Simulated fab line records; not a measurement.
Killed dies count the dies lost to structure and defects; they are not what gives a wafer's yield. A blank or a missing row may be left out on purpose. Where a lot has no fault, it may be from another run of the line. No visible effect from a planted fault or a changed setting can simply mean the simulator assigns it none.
2 desks looking at one fault    flow n5Finfet    what lay behind the numbers comes last; until then each desk has only its own

== FOR THE TOOL OWNER'S DESK: rieDiel-02 ==
The tool's own readings at N5_MOL_CONTACT_COAG_ETCH_110 (etches Si in CF4/O2, target depth 2.5 nm, time 8 s): means of the sampled wafers that have a number, for each lot that ran on this tool. Marked OUT: a lot whose mean sits more than 4 standard deviations from the usual mean, which makes it out of limits; the brackets give that distance.
Columns: A = O2_flow_sccm at N5_MOL_CONTACT_COAG_ETCH_110, usual 10.00 sccm; B = drypumpMotorCurrentA at N5_MOL_CONTACT_COAG_ETCH_110, usual 5.8 A; C = oesProductAu at N5_MOL_CONTACT_COAG_ETCH_110, usual 0.76 a.u.; D = rfVppV at N5_MOL_CONTACT_COAG_ETCH_110, usual 128 V; E = showerheadPlenumPTorr at N5_MOL_CONTACT_COAG_ETCH_110, usual 2.22 Torr; F = throttleValvePct at N5_MOL_CONTACT_COAG_ETCH_110, usual 10.87 %
lot   first seen here  A      B    C     D    E     F
L327  day 6 15:17      10.00  5.9  0.83  130  2.19  10.66
L335  day 8 13:29      9.98   5.5  0.80  123  2.21  10.96
L336  day 8 21:49      10.01  5.6  0.94  126  2.22  10.85
L340  day 9 17:47      10.01  5.5  0.86  121  2.20  10.99
This desk's verdict: no lot among the 4 shows anything out of limits.

== AT THE METROLOGY DESK ==
Lot by lot, what the gauges showed, no matter which tool ran the lot: averages of those sampled wafers that carry a number. Marked OUT: a lot whose mean sits more than 4 standard deviations from the usual mean, which makes it out of limits; the brackets give that distance. Of its 10 readings 7 are shown: those that lie furthest out on some lot.
Columns: A = DIBL_N at N5_BEOL_M4_RC_MEAS_101, usual 36.0 mV/V; B = DIBL_P at N5_BEOL_M4_RC_MEAS_101, usual 36.2 mV/V; C = IOFF_N at N5_BEOL_M4_RC_MEAS_101, usual 0.16 nA/um; D = ION_N at N5_BEOL_M4_RC_MEAS_101, usual 671 uA/um; E = SS_N at N5_BEOL_M4_RC_MEAS_101, usual 71.5 mV/dec; F = SS_P at N5_BEOL_M4_RC_MEAS_101, usual 73.4 mV/dec; G = VT_P at N5_BEOL_M4_RC_MEAS_101, usual -250 mV
lot   first seen here  A     B     C     D    E     F     G
L325  day 9 23:16      39.8  40.2  0.22  687  72.8  74.8  -249
L326  day 10 03:35     35.3  35.2  0.13  667  71.2  72.9  -252
L327  day 10 07:52     37.6  37.4  0.17  677  71.7  73.3  -251
L331  day 11 11:53     35.1  34.2  0.14  667  71.3  73.0  -254
L333  day 11 18:24     36.2  36.9  0.16  672  71.9  73.5  -248
L336  day 12 07:01     36.9  36.4  0.18  684  71.7  73.6  -253
L335  day 12 11:42     35.3  36.3  0.16  671  71.6  73.6  -249
L340  day 13 18:57     36.4  37.0  0.16  675  72.1  73.3  -249
L343  day 14 06:51     35.5  36.4  0.15  680  70.9  74.0  -256
This desk's verdict: no lot among the 9 shows anything out of limits.

== PUT TOGETHER ==
Nothing out of limits was seen by the tool owner's desk.
At the metrology desk, nothing out of limits was observed.

== WHAT WAS PUT IN BY THE SIMULATOR ==
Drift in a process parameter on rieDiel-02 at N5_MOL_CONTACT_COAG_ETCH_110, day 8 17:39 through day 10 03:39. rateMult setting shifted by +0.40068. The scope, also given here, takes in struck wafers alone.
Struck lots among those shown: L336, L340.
